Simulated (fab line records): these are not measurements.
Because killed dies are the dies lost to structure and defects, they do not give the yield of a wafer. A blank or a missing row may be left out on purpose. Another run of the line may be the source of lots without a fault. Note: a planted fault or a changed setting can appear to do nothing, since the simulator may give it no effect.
What tool caused it? -- flow n5Finfet -- Sampling: 8 lots, 24 wafers, 8 of 1938 route steps

WHAT THE GAUGES READ, wafer by wafer
N5_BEOL_M4_OCD_MEAS_38. Usual: 55.3 nm for trenchDepthNm, sd 1.
lot,measured,on,trenchDepthNm (nm),flag
L940,day 9 15:43,ocd-01,55.3 53.8 55.2,
L946,day 11 07:22,ocd-01,55.2 56.1 55.2,
L944,day 11 10:53,ocd-02,56.7 59.6 55.8,
L947,day 11 15:41,ocd-02,59.0 57.1 56.1,
L951,day 12 17:22,ocd-01,53.3 55.4 57.0,
L952,day 12 20:15,ocd-02,55.1 53.9 53.4,
L953,day 13 01:17,ocd-02,53.9 53.6 56.4,
L957,day 13 19:08,ocd-02,55.7 54.0 55.8,

N5_BEOL_M4_CD_MEAS_35: target cd 18 nm, target cd y 22.4 nm. Usual: 17.9 nm for cdNm, sd 0.35.
lot,measured,on,cdNm (nm),flag
L940,day 9 15:52,cdSem-01,18.2 17.8 17.7,
L946,day 11 07:32,cdSem-03,17.7 17.9 17.4,
L944,day 11 11:02,cdSem-01,17.6 17.3 17.6,
L947,day 11 15:51,cdSem-02,18.6 18.4 17.9,
L951,day 12 17:31,cdSem-01,18.0 17.8 17.8,
L952,day 12 20:25,cdSem-01,18.2 17.9 18.1,
L953,day 13 01:26,cdSem-03,17.6 17.7 17.9,
L957,day 13 19:18,cdSem-03,17.6 17.5 17.9,

N5_BEOL_M4_THK_MEAS_53: measures by xrf. Usual: M4_THK 39.8 nm, standard deviation 1.4.
lot,measured,on,M4_THK (nm),flag
L940,day 9 19:14,filmMetro-02,38.1 39.1 39.5,
L946,day 11 11:19,filmMetro-01,38.7 38.9 37.5,
L944,day 11 16:17,filmMetro-01,42.0 44.1 41.2,
L947,day 11 19:35,filmMetro-01,42.9 40.4 40.3,
L951,day 12 21:23,filmMetro-01,38.1 41.6 41.2,
L952,day 12 23:43,filmMetro-01,39.9 39.7 38.0,
L953,day 13 05:17,filmMetro-02,40.2 37.3 41.7,
L957,day 13 22:38,filmMetro-02,39.4 39.7 39.8,

N5_BEOL_M4_RS_MEAS_58: uses a four-point probe to measure. Usual: M4_RS 0.67 ohm/sq, standard deviation 0.03.
lot,measured,on,M4_RS (ohm/sq),flag
L940,day 9 19:30,filmMetro-01,0.72 0.70 0.69,
L946,day 11 11:35,filmMetro-02,0.69 0.68 0.72,
L944,day 11 16:32,filmMetro-02,0.63 0.59 0.65,
L947,day 11 19:51,filmMetro-01,0.61 0.66 0.66,
L951,day 12 21:38,filmMetro-01,0.71 0.63 0.64,
L952,day 12 23:59,filmMetro-02,0.67 0.68 0.72,
L953,day 13 05:32,filmMetro-02,0.67 0.74 0.64,
L957,day 13 22:53,filmMetro-01,0.69 0.68 0.68,

N5_BEOL_M4_RC_MEAS_101. Usual: DIBL_N 36.4 mV/V, standard deviation 1.6; DIBL_P 36.2 mV/V, standard deviation 1.8; IOFF_N 0.159 nA/um, standard deviation 0.029; IOFF_P 0.21 nA/um, standard deviation 0.034; ION_N 670 uA/um, standard deviation 12; ION_P 459 uA/um, standard deviation 8.2; SS_N 71.5 mV/dec, standard deviation 0.59; SS_P 73.2 mV/dec, standard deviation 0.54; VT_N 250 mV, standard deviation 3.3; VT_P -250 mV, standard deviation 3.7.
lot,measured,on,DIBL_N (mV/V),DIBL_P (mV/V),IOFF_N (nA/um),IOFF_P (nA/um),ION_N (uA/um),ION_P (uA/um),SS_N (mV/dec),SS_P (mV/dec),VT_N (mV),VT_P (mV),flag
L940,day 9 19:52,prober-01,37.4 34.0 35.3,39.1 34.9 35.5,0.216 0.136 0.154,0.26 0.20 0.19,689 673 667,473 460 454,71.9 70.8 71.1,73.9 73.1 73.5,241 251 250,-246 -253 -253,
L946,day 11 11:47,prober-02,37.8 37.7 35.8,38.0 36.4 34.1,0.182 0.181 0.142,0.23 0.19 0.16,673 684 659,463 456 445,71.8 72.6 71.4,73.8 73.7 72.9,250 249 253,-252 -254 -255,
L944,day 11 16:36,prober-01,35.4 34.2 36.1,35.6 34.4 38.2,0.146 0.130 0.167,0.17 0.15 0.20,671 657 672,458 442 455,71.8 72.3 72.0,72.9 72.1 73.4,250 255 249,-255 -256 -251,
L947,day 11 20:03,prober-01,36.5 34.5 36.1,36.5 33.8 36.9,0.153 0.119 0.135,0.20 0.16 0.20,663 657 658,457 449 459,71.3 70.7 70.6,73.3 72.7 73.9,250 256 253,-253 -254 -252,
L951,day 12 21:51,prober-02,34.7 36.9 36.5,34.2 36.8 35.8,0.115 0.151 0.152,0.17 0.23 0.20,649 661 657,448 456 452,70.8 71.6 70.8,72.9 73.2 73.2,254 249 252,-255 -250 -253,
L952,day 13 00:02,prober-01,32.9 34.7 33.8,34.3 34.9 33.9,0.119 0.137 0.137,0.18 0.19 0.18,657 665 670,457 458 464,70.4 70.4 70.4,72.8 73.4 73.3,251 253 250,-251 -250 -250,
L953,day 13 05:35,prober-01,36.0 34.9 36.2,35.5 33.7 38.1,0.161 0.129 0.158,0.20 0.17 0.23,663 654 675,454 449 464,71.7 71.8 72.1,72.9 72.5 73.4,253 257 253,-254 -254 -251,
L957,day 13 23:15,prober-02,35.5 38.6 36.9,34.9 39.7 37.1,0.113 0.190 0.152,0.14 0.20 0.16,649 673 675,443 453 455,71.2 72.2 71.9,72.3 73.7 72.9,257 250 251,-262 -253 -258,

TOOL THAT RAN EACH LOT (tool first, then ch and the chambers of the sampled wafers, then the start)
lot,N5_BEOL_M4_STRIP_19,N5_BEOL_M4_TRENCH_ETCH_37,N5_BEOL_M4_PRE_CLEAN_45
L940,"rieDiel-01 ch 0,1,3, day 9 07:45","rieDiel-01 ch 0,2,3, day 9 15:33","pvdSputter-01, day 9 16:03"
L946,"rieDiel-06 ch 0,2,3, day 11 00:04","rieDiel-06 ch 0,1,3, day 11 07:13","pvdSputter-02, day 11 08:04"
L944,"rieDiel-06 ch 0,1,2, day 11 03:13","rieDiel-06 ch 0,2,3, day 11 10:44","pvdSputter-02, day 11 11:19"
L947,"rieDiel-06 ch 1,2,3, day 11 04:13","rieDiel-06 ch 0,3, day 11 15:32","pvdSputter-03, day 11 16:13"
L951,"rieDiel-06 ch 1,3, day 11 17:10","rieDiel-03 ch 1,2,3, day 12 17:12","pvdSputter-01, day 12 17:51"
L952,"rieDiel-01 ch 1,2,3, day 12 04:55","rieDiel-01 ch 0,2,3, day 12 20:05","pvdSputter-01, day 12 20:38"
L953,"rieDiel-01 ch 0,2,3, day 12 19:34","rieDiel-01 ch 0,2,3, day 13 01:07","pvdSputter-02, day 13 01:49"
L957,"rieDiel-01 ch 2,3, day 12 20:49","rieDiel-01 ch 0,3, day 13 18:59","pvdSputter-01, day 13 19:34"
- N5_BEOL_M4_STRIP_19: strips in O2.
- N5_BEOL_M4_TRENCH_ETCH_37: etches SiOC in C4F6/O2, target depth 55.555 nm, time 29.2 s.
- N5_BEOL_M4_PRE_CLEAN_45: time 30 s.

WHAT THE TOOLS THEMSELVES READ (means of the sampled wafers that have a number; where no wafer has one, the mark that the record gives instead)
N5_BEOL_M4_STRIP_19. Usual: drypumpMotorCurrentA 5.7 A, standard deviation 0.41; oesProductAu 0.78 a.u., standard deviation 0.094; rfVppV 3.6 V, standard deviation 0.51; showerheadPlenumPTorr 2.09 Torr, standard deviation 0.071; throttleValvePct 16.72 %, standard deviation 0.24.
lot,tool,drypumpMotorCurrentA (A),oesProductAu (a.u.),rfVppV (V),showerheadPlenumPTorr (Torr),throttleValvePct (%),flag
L940,rieDiel-01,5.4,0.71,4.2,2.08,16.91,
L946,rieDiel-06,5.8,0.85,3.9,2.07,16.66,
L944,rieDiel-06,5.8,0.85,3.7,2.07,16.48,
L947,rieDiel-06,5.4,0.89,4.0,2.07,16.47,
L951,rieDiel-06,5.5,0.87,3.1,2.03,16.36,
L952,rieDiel-01,5.5,0.69,3.0,2.05,17.02,
L953,rieDiel-01,5.6,0.69,3.4,2.10,16.82,
L957,rieDiel-01,5.7,0.68,3.6,2.07,16.89,

N5_BEOL_M4_TRENCH_ETCH_37. Usual: C4F6_flow_sccm 10.00 sccm, standard deviation 0.03; drypumpMotorCurrentA 5.6 A, standard deviation 0.36; oesProductAu 0.79 a.u., standard deviation 0.095; rfFwdPowerW 350.4 W, standard deviation 1.4; rfVppV 667 V, standard deviation 9.4; showerheadPlenumPTorr 2.84 Torr, standard deviation 0.099; throttleValvePct 20.92 %, standard deviation 0.27.
lot,tool,C4F6_flow_sccm (sccm),drypumpMotorCurrentA (A),oesProductAu (a.u.),rfFwdPowerW (W),rfVppV (V),showerheadPlenumPTorr (Torr),throttleValvePct (%),flag
L940,rieDiel-01,9.99,5.6,0.71,349.4,665,2.86,20.91,
L946,rieDiel-06,9.99,5.8,0.83,350.1,665,2.76,20.79,
L944,rieDiel-06,10.00,5.8,0.86,379.5,650,2.80,20.87,OFF
L947,rieDiel-06,9.98,5.9,0.83,379.2,645,2.77,21.07,OFF
L951,rieDiel-03,10.00,6.0,0.86,349.5,673,2.98,20.92,
L952,rieDiel-01,10.01,5.6,0.69,348.9,662,2.85,20.95,
L953,rieDiel-01,10.00,5.6,0.69,349.7,664,2.85,20.97,
L957,rieDiel-01,10.01,5.5,0.69,350.9,669,2.84,20.92,

N5_BEOL_M4_PRE_CLEAN_45. Usual: 324 W for heaterPowerW, sd 27.
lot,tool,heaterPowerW (W),flag
L940,pvdSputter-01,325,
L946,pvdSputter-02,307,
L944,pvdSputter-02,324,
L947,pvdSputter-03,343,
L951,pvdSputter-01,330,
L952,pvdSputter-01,314,
L953,pvdSputter-02,330,
L957,pvdSputter-01,309,

THE ANSWER, worked out from the rows above alone
Rule: lot off if the mean of its wafers having a number is beyond 3 standard deviations from the usual mean. A lot without any number at a reading at which 4 lots or more have one is off too. Any other lot the step has rows for is counted as sound. The gauges are gone through in route order, then the tools' own readings, and for those a lot's mean is taken as printed above. At the first step where some lot is off, the reading lying furthest off is the one used; lots without a number count as furthest.
Off, at N5_BEOL_M4_TRENCH_ETCH_37 on rfFwdPowerW: L944, L947.
If a tool, at that step or one of the process steps before it, ran each lot that is off and ran no sound lot following the first of them, it fits. One candidate fits, namely rieDiel-06 at N5_BEOL_M4_TRENCH_ETCH_37. Its last sound lot is L946 (day 11 07:13), its first lot that is off L944 (day 11 10:44): a fault that began between those two fits.
The tool's own readings at N5_BEOL_M4_TRENCH_ETCH_37 bear it out: on the lots that are off they differ by more than 5 times the standard deviation of the sound lots' means. rfFwdPowerW reads 379.4 W there against 349.8 W on the sound lots; rfVppV reads 648 V there against 666 V on the sound lots.

WHAT THE SIMULATOR PUT IN
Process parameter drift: rieDiel-06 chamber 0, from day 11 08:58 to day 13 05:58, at N5_BEOL_M4_TRENCH_ETCH_37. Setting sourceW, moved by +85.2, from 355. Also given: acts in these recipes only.
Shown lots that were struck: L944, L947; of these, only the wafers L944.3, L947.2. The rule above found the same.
